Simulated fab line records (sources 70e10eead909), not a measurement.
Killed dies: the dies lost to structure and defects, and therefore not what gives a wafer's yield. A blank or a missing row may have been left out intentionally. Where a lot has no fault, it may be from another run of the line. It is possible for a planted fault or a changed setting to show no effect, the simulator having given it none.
The tool behind it: which one?	flow nandHarc	18 wafers from 6 lots sampled at 5 of the route's 1159 steps

## WHAT EACH GAUGE READ, for each wafer
NHARC_END_SORT_01.
lot	measured	on	killedAtArray
L578	day 21 09:24	prober-02	664 44 34

## WHAT TOOL EACH LOT RAN ON (gives the tool, then ch and the chambers of the sampled wafers, and finally the start)
lot	NHARC_A_SGD_CUT_DEP_00	NHARC_A_BONDPAD_ETCH_24	NHARC_A_BONDPAD_CMP_19	NHARC_THIN_TSV_STRIP_62
L574	pecvd-04 ch 0,1,2, day 14 08:23	rieDiel-08 ch 0,1,3, day 18 09:11 or earlier	cmp-01 ch 1,2, day 18 09:11	plasmaAsher-02 ch 0,1, day 19 02:07
L575	pecvd-04 ch 0,2, day 14 09:34	rieDiel-10 ch 1,2,3, day 18 08:55 or earlier	cmp-04 ch 2,3, day 18 08:55	plasmaAsher-01 ch 0,1, day 19 03:13
L577	pecvd-04 ch 0,1,2, day 14 20:06	rieDiel-05 ch 1,2, day 19 04:34 or earlier	cmp-01 ch 0,3, day 19 04:34	plasmaAsher-02 ch 0,1, day 19 20:11
L578	pecvd-04 ch 1,2, day 16 01:05	rieDiel-10 ch 2,3, day 20 07:35 or earlier	cmp-01 ch 0,2, day 20 07:35	plasmaAsher-02 ch 0,1, day 20 22:45
L585	pecvd-03 ch 0,1,2, day 16 22:50	rieDiel-10 ch 1,2, day 20 21:23 or earlier	cmp-04 ch 1,3, day 20 21:23	plasmaAsher-01 ch 0,1, day 21 09:26
L595	pecvd-03 ch 0,2, day 19 09:02	rieDiel-10 ch 0,1, day 23 16:25 or earlier	cmp-03 ch 0,1,3, day 23 16:25	plasmaAsher-01 ch 0,1, day 24 08:30
- NHARC_A_SGD_CUT_DEP_00: deposits SiNx, target thk 50 nm.
- NHARC_A_BONDPAD_ETCH_24: etches the open film in CF4/N2, target depth 30 nm, time 72.99 s.
- NHARC_A_BONDPAD_CMP_19: polishes, t overpolish 30 s, cu recess touch 16 s, target thk 169.8 nm.
- NHARC_THIN_TSV_STRIP_62: strips in N2/H2, time 20 s.

## THE ANSWER, worked out from the rows above alone
Rule: usual is defined by the lots themselves. Put in order of their means at a reading, lots are off if they are a third of the lots or fewer, leave a main group of 4 or more, and stand apart from it by a gap of 3 or more times the standard deviation of the main group's means; of several such gaps the widest counts. A main group is skipped when, at the precision printed for the reading in the tables above, its means are all equal. Also off: a lot with no number at a reading for which 4 or more lots have one. All remaining lots with rows at the step are treated as sound.
No lot is off at any reading shown: from this, nothing can be told.

## WHAT HAD BEEN PUT IN BY THE SIMULATOR
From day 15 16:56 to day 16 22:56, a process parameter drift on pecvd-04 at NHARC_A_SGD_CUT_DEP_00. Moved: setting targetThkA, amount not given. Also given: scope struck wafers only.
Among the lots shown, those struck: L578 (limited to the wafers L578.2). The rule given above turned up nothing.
